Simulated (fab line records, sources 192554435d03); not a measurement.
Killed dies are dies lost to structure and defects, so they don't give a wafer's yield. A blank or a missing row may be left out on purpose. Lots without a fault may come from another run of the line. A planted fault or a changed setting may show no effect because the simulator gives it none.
fab line records | flow n5_finfet
record lots=5 wafers=15 last_day=20
route steps=1938 shown BEOL_M3@994 BEOL_M4@1021
lots that met no fault: from a run of the same line without faults
start_h: hours from the record's first day to the start of the lot's first wafer shown | wait_h: hours since the lot's step before | " the same as in the row above | L1.1+2: a row that stands for several wafers | - no value, or no start given | * or withheld: withheld | < > ~ a bound
route shown NAME@n: a module of which the file shows steps, and the number in the route of the first | usual: mean/standard deviation of fault-free wafers | same: alike in all rows | chamber/n: place in a boat | sites: the reading at each site | _std_site: their standard deviation | _edge_site: outer sites' mean less inner sites' | radius_mm: how far each site lies from the wafer's centre | mask NAME#n: copy n | behind: the tool/chamber that last shaped the wafer | hold: why the lot was held/for how many hours/how that ended | device: the transistor (n, p or np) that didn't switch | end of line: the same wafers' tests at the end of the route | a step without rows: its recipe alone | killed: dies lost to structure and defects at the first sort, not the wafer's yield | map: a wafer's dies, x killed, . not, _ none there
set.NAME: the setting as run; set.NAME@STEP: as run at that earlier step | model.NAME: the simulator's own value behind a step, which no gauge read
lots at some steps of the route; a table a step, a row a wafer
services: from which hour (start_h, from the record's first day; less than 0 if before it) a tool's chamber was out of use, for how many hours, and why
## steps
# step N5_BEOL_M3_SPUTTER_48
# recipe material=Cu target_thk_a=45 temp_c=-20 chamber_pressure_pa=0.07 power_w=withheld time_s=8.29
# usual susceptor_temp_C=-19.99/0.11 throttle_valve_pct=29.7/1.1
# columns lot.wafer tool chamber start_h wait_h susceptor_temp_C throttle_valve_pct
L079.1 pvd_sputter-03 - 230.44 0.1 -19.90 28.8
L079.2 " - " " -19.97 30.8
L079.4 " - " " -19.89 28.1
L081.2 pvd_sputter-01 - 236.95 0.4 -20.22 29.0
L081.4 " - " " -20.07 28.4
L081.5 " - " " -19.95 30.1
L091.2 pvd_sputter-02 - 306.31 0.3 -19.87 30.3
L091.3 " - " " -19.91 28.6
L091.5 " - " " -20.00 30.2
L096.4 pvd_sputter-01 - 345.19 0.1 -19.87 29.8
L096.5 " - " " -20.02 29.9
L096.6 " - " " -20.04 28.4
L097.1 pvd_sputter-03 - 351.33 0.2 -20.04 27.8
L097.2 " - " " -19.92 29.4
L097.3 " - " " -20.02 30.6
# step N5_BEOL_M3_ANNEAL_49
# recipe temp_c=400 time_s=240 ambient=vacuum
# usual heater_power_w=864/89 susceptor_temp_C=400.01/0.22
# columns lot.wafer tool chamber start_h wait_h heater_power_w susceptor_temp_C
L079.1 pvd_sputter-03 - 230.52 0.0 850 399.93
L079.2 " - " " 707 400.35
L079.4 " - " " 750 399.90
L081.2 pvd_sputter-01 - 237.03 0.0 874 399.84
L081.4 " - " " 835 399.99
L081.5 " - " " 903 400.31
L091.2 pvd_sputter-02 - 306.39 0.0 962 400.08
L091.3 " - " " 900 400.20
L091.5 " - " " 954 400.17
L096.4 pvd_sputter-01 - 345.27 0.0 886 399.99
L096.5 " - " " 877 399.94
L096.6 " - " " 852 399.69
L097.1 pvd_sputter-03 - 351.41 0.0 759 399.87
L097.2 " - " " 718 400.31
L097.3 " - " " 702 399.77
# step N5_BEOL_M3_SPUTTER_79
# recipe material=Cu target_thk_a=45 temp_c=-20 chamber_pressure_pa=0.07 power_w=withheld time_s=8.29
# usual susceptor_temp_C=-19.99/0.097 throttle_valve_pct=29.7/1.1
# columns lot.wafer tool chamber start_h wait_h susceptor_temp_C throttle_valve_pct
L079.1 pvd_sputter-03 - 230.66 0.1 -20.12 28.9
L079.2 " - " " -19.97 30.6
L079.4 " - " " -19.97 27.7
L081.2 pvd_sputter-01 - 237.17 0.1 -20.11 29.1
L081.4 " - " " -19.71 28.3
L081.5 " - " " -19.93 29.9
L091.2 pvd_sputter-02 - 306.53 0.1 -20.03 30.2
L091.3 " - " " -20.00 28.7
L091.5 " - " " -19.97 30.1
L096.4 pvd_sputter-01 - 345.41 0.1 -20.13 29.8
L096.5 " - " " -19.84 30.0
L096.6 " - " " -19.99 28.5
L097.1 pvd_sputter-03 - 351.55 0.1 -20.04 28.0
L097.2 " - " " -20.06 29.6
L097.3 " - " " -20.13 30.8
# step N5_BEOL_M3_ANNEAL_80
# recipe temp_c=400 time_s=240 ambient=vacuum
# usual heater_power_w=863/88 susceptor_temp_C=399.99/0.24
# columns lot.wafer tool chamber start_h wait_h heater_power_w susceptor_temp_C
L079.1 pvd_sputter-03 - 230.74 0.0 824 399.99
L079.2 " - " " 714 399.82
L079.4 " - " " 765 399.88
L081.2 pvd_sputter-01 - 237.25 0.0 882 400.05
L081.4 " - " " 845 399.57
L081.5 " - " " 895 400.07
L091.2 pvd_sputter-02 - 306.61 0.0 935 400.40
L091.3 " - " " 882 400.16
L091.5 " - " " 952 400.24
L096.4 pvd_sputter-01 - 345.49 0.0 878 399.83
L096.5 " - " " 883 399.62
L096.6 " - " " 861 399.79
L097.1 pvd_sputter-03 - 351.63 0.0 756 399.66
L097.2 " - " " 711 400.24
L097.3 " - " " 714 400.01
# step N5_BEOL_M3_SPUTTER_81
# recipe material=Cu target_thk_a=45 temp_c=-20 chamber_pressure_pa=0.07 power_w=withheld time_s=8.29
# usual susceptor_temp_C=-20.00/0.1 throttle_valve_pct=29.7/1.1
# columns lot.wafer tool chamber start_h wait_h susceptor_temp_C throttle_valve_pct
L079.1 pvd_sputter-03 - 230.88 0.1 -20.11 29.1
L079.2 " - " " -20.03 30.6
L079.4 " - " " -20.05 27.9
L081.2 pvd_sputter-01 - 237.39 0.1 -19.93 28.7
L081.4 " - " " -19.93 28.2
L081.5 " - " " -19.94 29.9
L091.2 pvd_sputter-02 - 306.75 0.1 -19.92 30.2
L091.3 " - " " -20.04 28.6
L091.5 " - " " -19.87 30.4
L096.4 pvd_sputter-01 - 345.63 0.1 -19.78 30.0
L096.5 " - " " -19.97 30.1
L096.6 " - " " -19.99 28.3
L097.1 pvd_sputter-03 - 351.77 0.1 -19.95 27.8
L097.2 " - " " -20.03 29.2
L097.3 " - " " -20.06 30.8
# step N5_BEOL_M3_ANNEAL_82
# recipe temp_c=400 time_s=240 ambient=vacuum
# usual heater_power_w=863/87 susceptor_temp_C=400.02/0.21
# columns lot.wafer tool chamber start_h wait_h heater_power_w susceptor_temp_C
L079.1 pvd_sputter-03 - 230.96 0.0 832 400.03
L079.2 " - " " 705 399.84
L079.4 " - " " 772 400.25
L081.2 pvd_sputter-01 - 237.47 0.0 881 400.11
L081.4 " - " " 860 400.17
L081.5 " - " " 862 399.88
L091.2 pvd_sputter-02 - 306.83 0.0 948 399.92
L091.3 " - " " 898 400.06
L091.5 " - " " 946 399.66
L096.4 pvd_sputter-01 - 345.71 0.0 878 400.08
L096.5 " - " " 908 400.30
L096.6 " - " " 856 400.17
L097.1 pvd_sputter-03 - 351.85 0.0 787 400.21
L097.2 " - " " 736 399.89
L097.3 " - " " 725 399.76
# step N5_BEOL_M3_SPUTTER_86
# recipe material=Cu target_thk_a=45 temp_c=-20 chamber_pressure_pa=0.07 power_w=withheld time_s=8.29
# usual susceptor_temp_C=-20.01/0.11 throttle_valve_pct=29.7/1.1
# columns lot.wafer tool chamber start_h wait_h susceptor_temp_C throttle_valve_pct
L079.1 pvd_sputter-03 - 231.10 0.1 -20.06 29.0
L079.2 " - " " -19.87 30.6
L079.4 " - " " -20.03 27.6
L081.2 pvd_sputter-01 - 237.61 0.1 -19.87 28.6
L081.4 " - " " -20.04 28.3
L081.5 " - " " -20.12 30.0
L091.2 pvd_sputter-02 - 306.97 0.1 -19.92 30.4
L091.3 " - " " -19.98 28.8
L091.5 " - " " -19.83 30.2
L096.4 pvd_sputter-01 - 345.85 0.1 -20.03 30.0
L096.5 " - " " -19.94 30.1
L096.6 " - " " -19.92 28.3
L097.1 pvd_sputter-03 - 351.99 0.1 -20.00 27.7
L097.2 " - " " -19.84 29.1
L097.3 " - " " -19.89 30.8
# step N5_BEOL_M3_ANNEAL_87
# recipe temp_c=400 time_s=240 ambient=vacuum
# usual heater_power_w=862/88 susceptor_temp_C=399.99/0.21
# columns lot.wafer tool chamber start_h wait_h heater_power_w susceptor_temp_C
L079.1 pvd_sputter-03 - 231.18 0.0 814 399.70
L079.2 " - " " 723 399.98
L079.4 " - " " 746 400.02
L081.2 pvd_sputter-01 - 237.69 0.0 879 399.67
L081.4 " - " " 848 400.02
L081.5 " - " " 866 399.77
L091.2 pvd_sputter-02 - 307.05 0.0 946 400.18
L091.3 " - " " 902 399.80
L091.5 " - " " 943 400.04
L096.4 pvd_sputter-01 - 345.93 0.0 893 399.91
L096.5 " - " " 884 400.10
L096.6 " - " " 866 399.62
L097.1 pvd_sputter-03 - 352.07 0.0 751 399.85
L097.2 " - " " 717 400.06
L097.3 " - " " 700 399.83
# step N5_BEOL_M3_SPUTTER_88
# recipe material=Cu target_thk_a=45 temp_c=-20 chamber_pressure_pa=0.07 power_w=withheld time_s=8.29
# usual susceptor_temp_C=-20.01/0.097 throttle_valve_pct=29.7/1.1
# columns lot.wafer tool chamber start_h wait_h susceptor_temp_C throttle_valve_pct
L079.1 pvd_sputter-03 - 231.32 0.1 -20.07 29.3
L079.2 " - " " -20.02 30.6
L079.4 " - " " -20.10 27.5
L081.2 pvd_sputter-01 - 237.83 0.1 -20.11 28.7
L081.4 " - " " -19.99 28.3
L081.5 " - " " -19.89 29.6
L091.2 pvd_sputter-02 - 307.19 0.1 -20.01 30.3
L091.3 " - " " -20.04 28.6
L091.5 " - " " -20.12 30.2
L096.4 pvd_sputter-01 - 346.07 0.1 -20.13 30.1
L096.5 " - " " -20.10 29.5
L096.6 " - " " -20.10 28.4
L097.1 pvd_sputter-03 - 352.21 0.1 -19.94 28.2
L097.2 " - " " -20.18 29.4
L097.3 " - " " -20.11 30.7
# step N5_BEOL_M3_ANNEAL_89
# recipe temp_c=400 time_s=240 ambient=vacuum
# usual heater_power_w=864/89 susceptor_temp_C=400.00/0.22
# columns lot.wafer tool chamber start_h wait_h heater_power_w susceptor_temp_C
L079.1 pvd_sputter-03 - 231.40 0.0 850 399.85
L079.2 " - " " 723 399.88
L079.4 " - " " 747 399.92
L081.2 pvd_sputter-01 - 237.91 0.0 901 399.88
L081.4 " - " " 844 399.77
L081.5 " - " " 889 399.91
L091.2 pvd_sputter-02 - 307.27 0.0 941 400.01
L091.3 " - " " 864 399.80
L091.5 " - " " 920 399.98
L096.4 pvd_sputter-01 - 346.15 0.0 893 399.56
L096.5 " - " " 868 399.88
L096.6 " - " " 862 400.01
L097.1 pvd_sputter-03 - 352.29 0.0 760 399.95
L097.2 " - " " 733 399.94
L097.3 " - " " 718 399.79
# step N5_BEOL_M3_SPUTTER_90
# recipe material=Cu target_thk_a=45 temp_c=-20 chamber_pressure_pa=0.07 power_w=withheld time_s=8.29
# usual susceptor_temp_C=-20.00/0.096 throttle_valve_pct=29.7/1.1
# columns lot.wafer tool chamber start_h wait_h susceptor_temp_C throttle_valve_pct
L079.1 pvd_sputter-03 - 231.54 0.1 -20.04 28.9
L079.2 " - " " -20.01 30.8
L079.4 " - " " -19.85 28.0
L081.2 pvd_sputter-01 - 238.05 0.1 -20.06 28.9
L081.4 " - " " -19.98 28.3
L081.5 " - " " -20.05 29.5
L091.2 pvd_sputter-02 - 307.41 0.1 -19.99 30.3
L091.3 " - " " -19.94 28.9
L091.5 " - " " -20.00 30.3
L096.4 pvd_sputter-01 - 346.29 0.1 -19.94 29.8
L096.5 " - " " -19.97 29.7
L096.6 " - " " -19.82 28.5
L097.1 pvd_sputter-03 - 352.43 0.1 -19.98 27.9
L097.2 " - " " -20.06 29.4
L097.3 " - " " -20.03 30.7
# step N5_BEOL_M3_ANNEAL_91
# recipe temp_c=400 time_s=240 ambient=vacuum
# usual heater_power_w=865/89 susceptor_temp_C=400.02/0.2
# columns lot.wafer tool chamber start_h wait_h heater_power_w susceptor_temp_C
L079.1 pvd_sputter-03 - 231.62 0.0 836 400.17
L079.2 " - " " 708 399.93
L079.4 " - " " 767 399.95
L081.2 pvd_sputter-01 - 238.13 0.0 871 400.23
L081.4 " - " " 856 399.87
L081.5 " - " " 863 400.20
L091.2 pvd_sputter-02 - 307.49 0.0 950 399.92
L091.3 " - " " 889 399.86
L091.5 " - " " 927 399.70
L096.4 pvd_sputter-01 - 346.37 0.0 882 400.08
L096.5 " - " " 879 400.30
L096.6 " - " " 830 399.94
L097.1 pvd_sputter-03 - 352.51 0.0 777 400.16
L097.2 " - " " 707 400.27
L097.3 " - " " 707 400.05
# step N5_BEOL_M3_SPUTTER_92
# recipe material=Cu target_thk_a=45 temp_c=-20 chamber_pressure_pa=0.07 power_w=withheld time_s=8.29
# usual susceptor_temp_C=-19.99/0.1 throttle_valve_pct=29.7/1.1
# columns lot.wafer tool chamber start_h wait_h susceptor_temp_C throttle_valve_pct
L079.1 pvd_sputter-03 - 231.76 0.1 -19.82 28.9
L079.2 " - " " -19.98 30.8
L079.4 " - " " -20.08 27.7
L081.2 pvd_sputter-01 - 238.27 0.1 -20.06 28.7
L081.4 " - " " -20.05 28.3
L081.5 " - " " -19.81 29.7
L091.2 pvd_sputter-02 - 307.63 0.1 -20.07 30.5
L091.3 " - " " -20.07 28.8
L091.5 " - " " -19.86 29.9
L096.4 pvd_sputter-01 - 346.51 0.1 -19.93 29.8
L096.5 " - " " -19.88 29.7
L096.6 " - " " -20.01 28.4
L097.1 pvd_sputter-03 - 352.65 0.1 -19.98 28.0
L097.2 " - " " -20.04 29.3
L097.3 " - " " -19.91 30.7
# step N5_BEOL_M3_ANNEAL_93
# recipe temp_c=400 time_s=240 ambient=vacuum
# usual heater_power_w=864/89 susceptor_temp_C=399.99/0.22
# columns lot.wafer tool chamber start_h wait_h heater_power_w susceptor_temp_C
L079.1 pvd_sputter-03 - 231.84 0.0 813 400.19
L079.2 " - " " 712 399.63
L079.4 " - " " 763 399.99
L081.2 pvd_sputter-01 - 238.35 0.0 897 400.08
L081.4 " - " " 863 399.56
L081.5 " - " " 902 400.11
L091.2 pvd_sputter-02 - 307.71 0.0 934 399.66
L091.3 " - " " 882 399.58
L091.5 " - " " 940 399.85
L096.4 pvd_sputter-01 - 346.59 0.0 888 400.19
L096.5 " - " " 899 400.14
L096.6 " - " " 842 400.07
L097.1 pvd_sputter-03 - 352.73 0.0 747 400.00
L097.2 " - " " 735 400.19
L097.3 " - " " 731 399.71
# step N5_BEOL_M3_SPUTTER_94
# recipe material=Cu target_thk_a=45 temp_c=-20 chamber_pressure_pa=0.07 power_w=withheld time_s=8.29
# usual susceptor_temp_C=-19.99/0.094 throttle_valve_pct=29.7/1.1
# columns lot.wafer tool chamber start_h wait_h susceptor_temp_C throttle_valve_pct
L079.1 pvd_sputter-03 - 231.98 0.1 -20.01 28.8
L079.2 " - " " -19.94 30.7
L079.4 " - " " -19.97 28.2
L081.2 pvd_sputter-01 - 238.49 0.1 -20.02 28.8
L081.4 " - " " -20.11 28.2
L081.5 " - " " -19.99 29.9
L091.2 pvd_sputter-02 - 307.85 0.1 -19.98 30.4
L091.3 " - " " -19.99 28.5
L091.5 " - " " -20.03 30.2
L096.4 pvd_sputter-01 - 346.73 0.1 -19.89 29.9
L096.5 " - " " -19.93 29.8
L096.6 " - " " -19.93 28.3
L097.1 pvd_sputter-03 - 352.87 0.1 -19.96 28.0
L097.2 " - " " -20.02 29.2
L097.3 " - " " -20.16 30.5
# step N5_BEOL_M3_ANNEAL_95
# recipe temp_c=400 time_s=240 ambient=vacuum
# usual heater_power_w=864/88 susceptor_temp_C=399.99/0.22
# columns lot.wafer tool chamber start_h wait_h heater_power_w susceptor_temp_C
L079.1 pvd_sputter-03 - 232.06 0.0 815 399.99
L079.2 " - " " 720 400.09
L079.4 " - " " 772 400.08
L081.2 pvd_sputter-01 - 238.57 0.0 863 400.01
L081.4 " - " " 870 399.62
L081.5 " - " " 899 400.20
L091.2 pvd_sputter-02 - 307.93 0.0 902 400.03
L091.3 " - " " 884 400.01
L091.5 " - " " 959 400.17
L096.4 pvd_sputter-01 - 346.81 0.0 908 399.76
L096.5 " - " " 886 400.38
L096.6 " - " " 846 399.87
L097.1 pvd_sputter-03 - 352.95 0.0 781 399.80
L097.2 " - " " 699 399.91
L097.3 " - " " 725 399.80
# step N5_BEOL_M3_SPUTTER_96
# recipe material=Cu target_thk_a=45 temp_c=-20 chamber_pressure_pa=0.07 power_w=withheld time_s=8.29
# usual susceptor_temp_C=-19.97/0.098 throttle_valve_pct=29.7/1.1
# columns lot.wafer tool chamber start_h wait_h susceptor_temp_C throttle_valve_pct
L079.1 pvd_sputter-03 - 232.20 0.1 -19.69 29.1
L079.2 " - " " -20.03 30.9
L079.4 " - " " -19.91 28.0
L081.2 pvd_sputter-01 - 238.71 0.1 -19.97 28.9
L081.4 " - " " -19.92 28.5
L081.5 " - " " -20.01 29.9
L091.2 pvd_sputter-02 - 308.07 0.1 -19.96 30.3
L091.3 " - " " -19.98 28.7
L091.5 " - " " -19.85 30.2
L096.4 pvd_sputter-01 - 346.95 0.1 -20.00 29.6
L096.5 " - " " -19.93 29.7
L096.6 " - " " -20.06 28.4
L097.1 pvd_sputter-03 - 353.09 0.1 -20.10 28.1
L097.2 " - " " -19.91 29.1
L097.3 " - " " -19.84 30.8
# step N5_BEOL_M3_ECD_50
# recipe material=Cu target_thk_a=3000
# columns lot.wafer tool chamber start_h wait_h
L079.1+2+4 ecd_cu-01 0,1,0 232.31 0.1
L081.2+4+5 ecd_cu-02 0 238.82 0.1
L091.2+3+5 ecd_cu-01 0,1,1 308.19 0.1
L096.4+5+6 ecd_cu-01 1,1,0 347.09 0.1
L097.1+2+3 ecd_cu-02 1,0,0 353.21 0.1
# step N5_BEOL_M3_ANNEAL_51
# recipe temp_c=225 time_s=90 ambient=N2
# usual wafer_temp_C_max=225.75/0.28
# columns lot.wafer tool chamber start_h wait_h wafer_temp_C_max
L079.1 rtp_anneal-02 0 232.46 0.1 226.02
L079.2 " 0 " " 226.04
L079.4 " 0 " " 225.95
L081.2 rtp_anneal-01 0 239.11 0.3 225.88
L081.4 " 0 " " 225.74
L081.5 " 0 " " 225.62
L091.2 rtp_anneal-02 0 308.34 0.1 225.81
L091.3 " 0 " " 226.09
L091.5 " 0 " " 225.99
L096.4 rtp_anneal-02 0 347.31 0.2 225.98
L096.5 " 0 " " 225.78
L096.6 " 0 " " 225.82
L097.1 rtp_anneal-02 0 353.29 0.1 226.06
L097.2 " 0 " " 225.96
L097.3 " 0 " " 226.12
# step N5_BEOL_M3_CMP_52
# recipe stop_on=SiOC t_overpolish_s=6.8 down_force_psi=1 platen_rpm=50 clearing_platen_down_force_psi=1.5 clearing_platen_rpm=50 post_cmp_clean=cu_alkaline target_thk_nm=40 clearing_platen_pad_velocity_m_s=0.99484 pad_velocity_m_s=0.99484
# usual barrier_field_endpoint_s=24.8/0.6 motor_current_A=6.3/0.83 overpolish_run_s=6.800/0.0088 time_to_endpoint_s=62.4/2.8
# columns lot.wafer tool chamber start_h wait_h barrier_field_endpoint_s motor_current_A overpolish_run_s time_to_endpoint_s
L079.1 cmp-02 3 233.00 0.5 24.6 5.6 6.803 61.3
L079.4 " 0 " " 25.0 5.7 6.811 58.8
L079.2 " 1 " " 24.2 5.9 6.786 57.3
L081.2 cmp-01 1 239.40 0.2 24.0 6.6 6.805 59.4
L081.4 " 3 " " 24.8 5.4 6.798 62.3
L081.5 " 1 " " 24.2 6.6 6.812 62.6
L091.3 cmp-01 0 308.59 0.2 25.0 5.6 6.812 63.4
L091.2 " 3 " " 24.0 5.3 6.795 62.8
L091.5 " 0 " " 25.0 5.6 6.801 61.5
L096.4 cmp-01 0 347.58 0.2 24.9 5.6 6.804 63.0
L096.5 " 1 " " 24.5 6.4 6.797 61.6
L096.6 " 2 " " 25.2 6.5 6.802 60.1
L097.3 cmp-01 3 353.59 0.2 24.2 5.2 6.795 62.3
L097.1 " 1 " " 23.6 6.5 6.793 59.6
L097.2 " 2 " " 23.6 6.7 6.806 61.1
# step N5_BEOL_M3_THK_MEAS_53
# recipe thk_meas_gauge=xrf reads=Cu_of_BEOL_M3_ECD_50
# usual M3_THK=40.0/1.5
# columns lot.wafer tool chamber start_h wait_h M3_THK[nm]
L079.1 film_metro-02 - 233.25 - 40.3
L079.2 " - " " 37.7
L079.4 " - " " 39.9
L081.2 film_metro-01 - 239.66 - 38.8
L081.4 " - " " 40.4
L081.5 " - " " 39.3
L091.2 film_metro-01 - 308.89 - 36.7
L091.3 " - " " 37.4
L091.5 " - " " 38.4
L096.4 film_metro-01 - 347.77 - 38.7
L096.5 " - " " 36.9
L096.6 " - " " 37.3
L097.1 film_metro-01 - 353.88 - 37.8
L097.2 " - " " 39.6
L097.3 " - " " 40.6
# step N5_BEOL_M3_PRE_CLEAN_60
# recipe gas=NH3/H2 time_s=15 temp_c=* rf_power_w=300
# usual heater_power_outer_w=20/10 heater_power_w=85/19 susceptor_temp_C=*
# columns lot.wafer tool chamber start_h wait_h heater_power_outer_w heater_power_w since_wet_clean_h susceptor_temp_C
L079.1 cvd_co-01 2 233.29 0.0 16 83 534 *
L079.2 " 1 " " 26 91 97 *
L079.4 " 1 " " 25 91 - *
L081.2 cvd_co-02 1 239.84 0.2 39 117 1219 *
L081.4 " 0 " " 14 82 - *
L081.5 " 2 " " 11 60 - *
L091.2 cvd_co-01 2 308.92 0.0 17 85 610 *
L091.3 " 0 " " 17 74 1069 *
L091.5 " 0 " " 17 74 - *
L096.4 cvd_co-01 2 347.82 0.1 17 84 - *
L096.5 " 1 " " 26 93 - *
L096.6 " 0 " " 17 75 - *
L097.1 cvd_co-02 2 353.92 0.0 11 62 436 *
L097.2 " 0 " " 15 84 895 *
L097.3 " 2 " " 10 62 - *
# step N5_BEOL_M3_CO_CAP_55
# recipe material=Co target_thk_a=20 temp_c=200 precursor=CCTBA/H2 pressure_torr=30 time_s=102.1
# usual heater_power_outer_w=123/12 heater_power_w=235/23 susceptor_temp_C=199.99/0.16
# columns lot.wafer tool chamber start_h wait_h heater_power_outer_w heater_power_w since_wet_clean_h susceptor_temp_C
L079.1 cvd_co-01 2 233.33 0.0 121 239 534 199.99
L079.2 " 1 " " 131 247 97 200.07
L079.4 " 1 " " 130 243 - 199.74
L081.2 cvd_co-02 1 239.88 0.0 149 273 1219 199.90
L081.4 " 0 " " 117 225 - 200.10
L081.5 " 2 " " 111 205 - 199.73
L091.2 cvd_co-01 2 308.96 0.0 120 234 610 199.98
L091.3 " 0 " " 115 221 1069 200.24
L091.5 " 0 " " 122 228 - 200.22
L096.4 cvd_co-01 2 347.88 0.0 117 229 - 200.31
L096.5 " 1 " " 130 248 - 199.86
L096.6 " 0 " " 121 231 - 199.89
L097.1 cvd_co-02 2 353.98 0.0 113 206 436 200.04
L097.2 " 0 " " 114 230 895 199.69
L097.3 " 2 " " 112 201 - 200.07
# step N5_BEOL_M3_PRE_CLEAN_56
# recipe gas=NH3 time_s=15 temp_c=withheld rf_power_w=300
# columns lot.wafer tool chamber start_h wait_h since_wet_clean_h
L079.1 pecvd-02 2 233.42 0.1 169
L079.2 " 1 " " 1662
L079.4 " 0 " " -
L081.2 pecvd-02 0 239.97 0.1 944
L081.4 " 0 " " -
L081.5 " 2 " " -
L091.2 pecvd-04 2 309.05 0.1 440
L091.3 " 1 " " 1919
L091.5 " 1 " " -
L096.4 pecvd-04 0 347.94 0.0 -
L096.5 " 2 " " -
L096.6 " 1 " " -
L097.1 pecvd-04 0 354.10 0.1 1239
L097.2 " 1 " " 1964
L097.3 " 2 " " 485
# step N5_BEOL_M3_DEP_57
# recipe material=SiCN target_thk_a=80 temp_c=withheld precursor=3MS/NH3 pressure_torr=3 rf_w=202 time_s=14
# usual showerhead_plenum_p_Torr=3.670/0.019 throttle_valve_pct=9.1/0.54
# columns lot.wafer tool chamber start_h wait_h showerhead_plenum_p_Torr since_wet_clean_h throttle_valve_pct
L079.1 pecvd-02 2 233.45 0.0 3.651 169 8.2
L079.2 " 1 " " 3.668 1662 9.1
L079.4 " 0 " " 3.699 - 9.0
L081.2 pecvd-02 0 240.00 0.0 3.705 944 8.8
L081.4 " 0 " " 3.698 - 9.1
L081.5 " 2 " " 3.653 - 8.4
L091.2 pecvd-04 2 309.08 0.0 3.673 440 8.7
L091.3 " 1 " " 3.673 1919 10.2
L091.5 " 1 " " 3.675 - 10.0
L096.4 pecvd-04 0 347.97 0.0 3.700 - 9.3
L096.5 " 2 " " 3.681 - 8.9
L096.6 " 1 " " 3.658 - 9.9
L097.1 pecvd-04 0 354.13 0.0 3.718 1239 9.2
L097.2 " 1 " " 3.674 1964 10.2
L097.3 " 2 " " 3.673 485 8.7
# step N5_BEOL_M3_RS_MEAS_58
# recipe thk_meas_gauge=four-point-probe reads=Co_of_BEOL_M3_CO_CAP_55+Cu_of_BEOL_M3_ECD_50+Co_of_BEOL_M3_CVD_47+TaN_of_BEOL_M3_ALD_84
# usual M3_RS=0.68/0.032
# columns lot.wafer tool chamber start_h wait_h M3_RS[ohm/sq]
L079.1 film_metro-02 - 233.51 0.0 0.67
L079.2 " - " " 0.73
L079.4 " - " " 0.67
L081.2 film_metro-02 - 240.08 0.1 0.70
L081.4 " - " " 0.67
L081.5 " - " " 0.69
L091.2 film_metro-02 - 309.15 0.1 0.75
L091.3 " - " " 0.73
L091.5 " - " " 0.71
L096.4 film_metro-02 - 348.03 0.0 0.70
L096.5 " - " " 0.74
L096.6 " - " " 0.73
L097.1 film_metro-02 - 354.20 0.0 0.72
L097.2 " - " " 0.69
L097.3 " - " " 0.66
# step N5_BEOL_M3_INSPECT_59
# recipe inspect_instrument=darkfield mode=post_dep
# usual raw_defect_count=74/27
# columns lot.wafer tool chamber start_h wait_h raw_defect_count
L079.1 defect_inspect-02 - 233.54 0.0 65
L079.2 " - " " 43
L079.4 " - " " 54
L081.2 defect_inspect-01 - 240.11 0.0 181
L081.4 " - " " 101
L081.5 " - " " 124
L091.2 defect_inspect-02 - 309.17 0.0 76
L091.3 " - " " 60
L091.5 " - " " 73
L096.4 defect_inspect-02 - 348.05 0.0 88
L096.5 " - " " 80
L096.6 " - " " 87
L097.1 defect_inspect-01 - 354.22 0.0 47
L097.2 " - " " 65
L097.3 " - " " 56
# step N5_BEOL_M4_ILD_DEP_00
# recipe material=SiOC target_thk_a=790 temp_c=350 precursor=DEMS/O2 pressure_torr=5 rf_w=500 time_s=15.3
# usual heater_power_outer_w=267/51 heater_power_w=499/66 showerhead_plenum_p_Torr=5.697/0.022 susceptor_temp_C=350.00/0.19 throttle_valve_pct=12.2/0.66
# columns lot.wafer tool chamber start_h wait_h heater_power_outer_w heater_power_w showerhead_plenum_p_Torr since_wet_clean_h susceptor_temp_C throttle_valve_pct
L079.1 pecvd-04 1 233.57 0.0 287 539 5.705 1844 350.08 13.1
L079.2 " 0 " " 221 433 5.734 1119 349.94 12.2
L079.4 " 2 " " 319 538 5.712 - 350.00 11.3
L081.2 pecvd-03 2 240.14 0.0 323 547 5.684 9 349.79 10.8
L081.4 " 0 " " 334 565 5.712 - 350.04 12.3
L081.5 " 2 " " 323 559 5.685 - 350.02 10.8
L091.2 pecvd-01 2 309.21 0.0 310 603 5.659 622 350.36 12.2
L091.3 " 1 " " 155 374 5.667 2101 350.18 11.5
L091.5 " 0 " " 254 491 5.692 - 349.85 12.5
L096.4 pecvd-04 1 348.10 0.1 271 530 5.710 - 350.02 13.2
L096.5 " 0 " " 204 411 5.744 - 350.05 12.1
L096.6 " 2 " " 309 515 5.714 - 350.13 11.5
L097.1 pecvd-03 0 354.26 0.0 281 509 5.719 877 349.68 12.5
L097.2 " 1 " " 282 506 5.680 1602 349.97 12.2
L097.3 " 1 " " 284 495 5.684 - 349.88 12.1
# step N5_BEOL_M4_THK_MEAS_01
# recipe reads=SiOC_of_BEOL_M4_ILD_DEP_00
# usual M4_ILD_THK=79.0/0.93
# columns lot.wafer tool chamber start_h wait_h M4_ILD_THK[nm]
L079.1 film_metro-02 - 233.64 0.0 78.6
L079.2 " - " " 78.5
L079.4 " - " " 80.7
L081.2 film_metro-01 - 240.21 0.1 78.1
L081.4 " - " " 78.6
L081.5 " - " " 79.0
L091.2 film_metro-01 - 309.28 0.1 79.1
L091.3 " - " " 78.2
L091.5 " - " " 80.6
L096.4 film_metro-01 - 348.16 0.0 79.4
L096.5 " - " " 78.3
L096.6 " - " " 79.1
L097.1 film_metro-02 - 354.34 0.1 78.1
L097.2 " - " " 79.1
L097.3 " - " " 80.0
## services
# columns tool chamber start_h hours kind
pvd_sputter-03 - 211.08 3.7 repair
pecvd-04 1 220.45 2.1 scheduled_down
pecvd-02 2 221.88 5.5 scheduled_down
pecvd-02 - 223.04 0.3 repair
cvd_co-02 2 223.43 4.4 repair
cmp-01 - 232.38 5.4 pm
cmp-01 - 243.19 4.5 pm
ecd_cu-02 - 246.82 0.5 repair
pecvd-02 - 261.64 0.5 repair
cmp-01 - 265.06 4.0 pm
cvd_co-01 - 266.85 28.1 pm
pecvd-02 - 267.16 1.1 repair
cmp-01 - 269.06 - consumable_replace:conditioner
cmp-01 - 269.06 - consumable_replace:pad
cmp-01 - 274.58 4.7 repair
pecvd-04 - 310.65 2.8 pm
cmp-02 - 312.09 4.0 pm
ecd_cu-02 - 324.77 1.0 repair
cvd_co-02 1 333.33 - clean
cvd_co-02 1 333.33 22.0 scheduled_down
cvd_co-02 1 333.33 22.0 vent_cycle
cvd_co-02 - 340.26 0.7 repair
pecvd-02 - 345.51 2.8 pm
pecvd-03 2 350.10 5.5 scheduled_down
## key
fault none
